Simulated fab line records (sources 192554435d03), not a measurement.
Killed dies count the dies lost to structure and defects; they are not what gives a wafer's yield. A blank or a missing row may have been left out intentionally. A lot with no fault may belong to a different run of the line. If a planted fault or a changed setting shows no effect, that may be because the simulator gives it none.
The tool behind it: which one? || flow n5_finfet || Sampling: 9 lots, 25 wafers, 5 of 1938 route steps

WHAT THE GAUGES SHOWED, per wafer
N5_FIN_SAQP_CD_MEAS_31 targets a cd of 8 nm.
{"lot": "L324", "measured": "day 3 13:41", "on": "cd_sem-01", "cd_nm (nm)": "7.87 8.47 8.15"}
{"lot": "L326", "measured": "day 4 02:34", "on": "cd_sem-03", "cd_nm (nm)": "8.34 8.35"}
{"lot": "L327", "measured": "day 4 08:28", "on": "cd_sem-01", "cd_nm (nm)": "8.07 8.14 8.40"}
{"lot": "L329", "measured": "day 4 20:18", "on": "cd_sem-02", "cd_nm (nm)": "- - -"}
{"lot": "L330", "measured": "day 5 09:47", "on": "cd_sem-03", "cd_nm (nm)": "- - -"}
{"lot": "L335", "measured": "day 6 09:52", "on": "cd_sem-03", "cd_nm (nm)": "8.13 8.60 7.79"}
{"lot": "L339", "measured": "day 7 09:56", "on": "cd_sem-02", "cd_nm (nm)": "8.11 8.33 8.05"}
{"lot": "L340", "measured": "day 7 15:02", "on": "cd_sem-02", "cd_nm (nm)": "8.13 7.70 8.32"}
{"lot": "L341", "measured": "day 7 20:25", "on": "cd_sem-03", "cd_nm (nm)": "7.94 7.95"}

TOOL THAT RAN EACH LOT (tool first, then ch and the chambers of the sampled wafers, then the start)
{"lot": "L324", "N5_FIN_SAQP_DENSIFY_62": "rtp_anneal-01 ch 0, day 3 08:43", "N5_FIN_SAQP_HM_DEP_72": "pecvd-01 ch 1,2, day 3 09:14", "N5_FIN_SAQP_ETCH_57": "rie_diel-03 ch 0,1,3, day 3 12:07", "N5_FIN_SAQP_MANDREL_ETCH_58": "rie_si-03 ch 1,2,3, day 3 12:16"}
{"lot": "L326", "N5_FIN_SAQP_DENSIFY_62": "rtp_anneal-02 ch 0, day 3 21:44", "N5_FIN_SAQP_HM_DEP_72": "pecvd-01 ch 0,1, day 3 22:15", "N5_FIN_SAQP_ETCH_57": "rie_diel-03 ch 0,1, day 4 01:04", "N5_FIN_SAQP_MANDREL_ETCH_58": "rie_si-03 ch 2,3, day 4 01:12"}
{"lot": "L327", "N5_FIN_SAQP_DENSIFY_62": "rtp_anneal-01 ch 0, day 4 03:17", "N5_FIN_SAQP_HM_DEP_72": "pecvd-04 ch 0,2, day 4 03:50", "N5_FIN_SAQP_ETCH_57": "rie_diel-05 ch 0,2, day 4 06:41", "N5_FIN_SAQP_MANDREL_ETCH_58": "rie_si-01 ch 0,2, day 4 06:50"}
{"lot": "L329", "N5_FIN_SAQP_DENSIFY_62": "rtp_anneal-01 ch 0, day 4 15:40", "N5_FIN_SAQP_HM_DEP_72": "pecvd-04 ch 1,2, day 4 16:11", "N5_FIN_SAQP_ETCH_57": "rie_diel-06 ch 0,1, day 4 18:48", "N5_FIN_SAQP_MANDREL_ETCH_58": "rie_si-05 ch 0,1, day 4 18:56"}
{"lot": "L330", "N5_FIN_SAQP_DENSIFY_62": "rtp_anneal-02 ch 0, day 4 23:28", "N5_FIN_SAQP_HM_DEP_72": "pecvd-02 ch 0,1,2, day 4 23:59", "N5_FIN_SAQP_ETCH_57": "rie_diel-05 ch 1,3, day 5 06:17", "N5_FIN_SAQP_MANDREL_ETCH_58": "rie_si-03 ch 1,2, day 5 06:25"}
{"lot": "L335", "N5_FIN_SAQP_DENSIFY_62": "rtp_anneal-02 ch 0, day 6 04:33", "N5_FIN_SAQP_HM_DEP_72": "pecvd-04 ch 1,2, day 6 05:06", "N5_FIN_SAQP_ETCH_57": "rie_diel-05 ch 0,1, day 6 07:58", "N5_FIN_SAQP_MANDREL_ETCH_58": "rie_si-03 ch 0,2,3, day 6 08:07"}
{"lot": "L339", "N5_FIN_SAQP_DENSIFY_62": "rtp_anneal-02 ch 0, day 7 02:56", "N5_FIN_SAQP_HM_DEP_72": "pecvd-04 ch 1,2, day 7 03:32", "N5_FIN_SAQP_ETCH_57": "rie_diel-06 ch 0,1, day 7 07:13", "N5_FIN_SAQP_MANDREL_ETCH_58": "rie_si-01 ch 0,2,3, day 7 07:21"}
{"lot": "L340", "N5_FIN_SAQP_DENSIFY_62": "rtp_anneal-02 ch 0, day 7 09:55", "N5_FIN_SAQP_HM_DEP_72": "pecvd-02 ch 1,2, day 7 10:29", "N5_FIN_SAQP_ETCH_57": "rie_diel-03 ch 1,2,3, day 7 13:22", "N5_FIN_SAQP_MANDREL_ETCH_58": "rie_si-01 ch 0,1,3, day 7 13:31"}
{"lot": "L341", "N5_FIN_SAQP_DENSIFY_62": "rtp_anneal-02 ch 0, day 7 15:11", "N5_FIN_SAQP_HM_DEP_72": "pecvd-01 ch 0,2, day 7 15:40", "N5_FIN_SAQP_ETCH_57": "rie_diel-06 ch 2,3, day 7 18:49", "N5_FIN_SAQP_MANDREL_ETCH_58": "rie_si-01 ch 1,3, day 7 18:57"}
- N5_FIN_SAQP_DENSIFY_62: time 60 s.
- N5_FIN_SAQP_HM_DEP_72: deposits SiO2 from SiH4/N2O, target thk 12 nm, time 7.2 s.
- N5_FIN_SAQP_ETCH_57: etches SiNx in CH3F/O2, target depth 32.5 nm, time 46.4 s.
- N5_FIN_SAQP_MANDREL_ETCH_58: etches a-Si in HBr/Cl2, stops on SiNx, target depth 45 nm, bt time 10 s, time 27 s.

THE ANSWER, worked out from the rows above alone
Rule: usual is defined by the lots themselves. Put in order of their means at a reading, lots are off if they are a third of the lots or fewer, leave a main group of 4 or more, and stand apart from it by a gap of 3 or more times the standard deviation of the main group's means; of several such gaps the widest counts. Not used: any main group whose means are identical at the precision the tables above print for the reading. A lot without any number at a reading at which 4 lots or more have one is off too. Any other lot the step has rows for is counted as sound.
Off, at N5_FIN_SAQP_CD_MEAS_31 on cd_nm: L329, L330. Without a number there: L329, L330. Main group: mean 8.15 nm, sd 0.12.
A tool fits if, at a process step before that reading, it ran every lot that is off, and no sound lot after the first of them. Gauges at N5_FIN_SAQP_CD_MEAS_31: tried the same way as those tools. No candidate that was tried fits.

WHAT THE SIMULATOR HAD INSERTED
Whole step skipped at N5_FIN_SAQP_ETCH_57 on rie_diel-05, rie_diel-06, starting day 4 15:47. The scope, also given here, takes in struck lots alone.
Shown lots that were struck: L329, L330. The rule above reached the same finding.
